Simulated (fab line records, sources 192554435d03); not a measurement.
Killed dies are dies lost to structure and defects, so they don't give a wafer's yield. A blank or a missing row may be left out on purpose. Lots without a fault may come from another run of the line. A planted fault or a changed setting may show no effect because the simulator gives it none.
Split-lot experiment | flow n5_finfet | 7 lots, 21 wafers read, on a route of 1938 steps

THE SPLIT
At N5_GATE_CUT_ALD_22 (deposits SiNx, target thk 16 nm, pulse time 1 s, ald cycles 320), the setting ald_cycles was moved away from the recipe's 320 on 6 of the 21 wafers read, by -11.3% to +12.5%. The other wafers ran this setting at the recipe's value.

The reading is taken at the split's own step.

THE READING
SiNx_of_GATE_CUT_ALD_22.thk_nm (the simulator's own value, which no gauge read), in nm, at N5_GATE_CUT_ALD_22 (deposits SiNx, target thk 16 nm, pulse time 1 s, ald cycles 320). The file gives no usual value for it. The 15 wafers here that ran the recipe average 16.0 nm, standard deviation 0.088 nm.

wafer  | tool, chamber at the split | ald_cycles as run | against the recipe | SiNx_of_GATE_CUT_ALD_22.thk_nm, nm | against lot-mates on the recipe
L074.3 | ald_sin-04, 2              | 285               | -10.9%             | 14.4                               | -1.6
L074.5 | ald_sin-04, 2,1            | 320               | recipe             | 16                                 | -
L074.6 | ald_sin-04, 2,1            | 320               | recipe             | 16                                 | -
L079.1 | ald_sin-02, 2              | 320               | recipe             | 16.2                               | -
L079.2 | ald_sin-02, 3,1            | 320               | recipe             | 16                                 | -
L079.4 | ald_sin-02, 3,1            | 320               | recipe             | 16                                 | -
L081.2 | ald_sin-04, 2,1            | 320               | recipe             | 16                                 | -
L081.6 | ald_sin-04, 2,1            | 320               | recipe             | 16                                 | -
L081.4 | ald_sin-04, 0              | 320               | recipe             | 16.2                               | -
L082.2 | ald_sin-04, 0              | 360               | +12.5%             | 18.2                               | +2.2
L082.3 | ald_sin-04, 3              | 320               | recipe             | 16                                 | -
L082.6 | ald_sin-04, 3              | 360               | +12.5%             | 18                                 | +2.0
L084.2 | ald_sin-02, 0              | 320               | recipe             | 15.8                               | -
L084.4 | ald_sin-02, 1              | 299               | -6.6%              | 14.8                               | -1.1
L084.5 | ald_sin-02, 3              | 320               | recipe             | 16                                 | -
L086.2 | ald_sin-01, 0,2            | 320               | recipe             | 16                                 | -
L086.4 | ald_sin-01, 0,2            | 320               | recipe             | 16                                 | -
L086.6 | ald_sin-01, 3              | 335               | +4.7%              | 16.8                               | +0.8
L096.1 | ald_sin-04, 0              | 284               | -11.3%             | 14.2                               | -1.8
L096.4 | ald_sin-04, 2              | 320               | recipe             | 16                                 | -
L096.5 | ald_sin-04, 2              | 320               | recipe             | 16                                 | -
Where a row lists several chambers, the file gives one row for several wafers and doesn't say which wafer went through which chamber.

THE FIT
A straight line over all 21 wafers: SiNx_of_GATE_CUT_ALD_22.thk_nm changes by +0.163 nm for each +1% of ald_cycles; r = +0.99; the points scatter about the line by 0.1 nm.
The same after taking each lot's own level away (the mean of its wafers on the recipe; 21 wafers): +0.162 nm for each +1%; r = +1.00; scatter 0.083 nm.
On that fit, the largest move of ald_cycles shifts the reading by 2 nm.
The lots' own levels span 15.90 to 16.07 nm, that is 1.9 times the standard deviation above.
So the lot-to-lot level changes the slope little: the two slopes agree.
Check: with one of the wafers moved furthest among these (+12.5%) left out of the fit, the line predicts +1.98 nm for it against its lot-mates. It came out at +2.2 nm against them.

OTHER SPLITS ON THESE WAFERS
These wafers also went through other splits before the reading. Each is held against what the fit with the lots' levels taken away leaves over:
other split on the same wafers        | wafers away from the commonest value | r with SiNx_of_GATE_CUT_ALD_22.thk_nm (lot level and that fit taken away)
N5_FIN_SAQP_PEB_14 peb_time_s         | 8                                    | +0.33
N5_FIN_CUT_ETCH_21 time_s             | 2                                    | -0.12
N5_STI_FIN_REVEAL_ETCHBACK_08 time_s  | 7                                    | +0.22
N5_STI_FIN_REVEAL_OXIDATION_31 time_s | 11                                   | +0.06
N5_SD_EPI_N_PEB_07 peb_time_s         | 3                                    | -0.21

THE FILE'S OWN FIT
SiNx_of_GATE_CUT_ALD_22.thk_nm changes by +0.16 nm for each +1% of ald_cycles, r = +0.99.
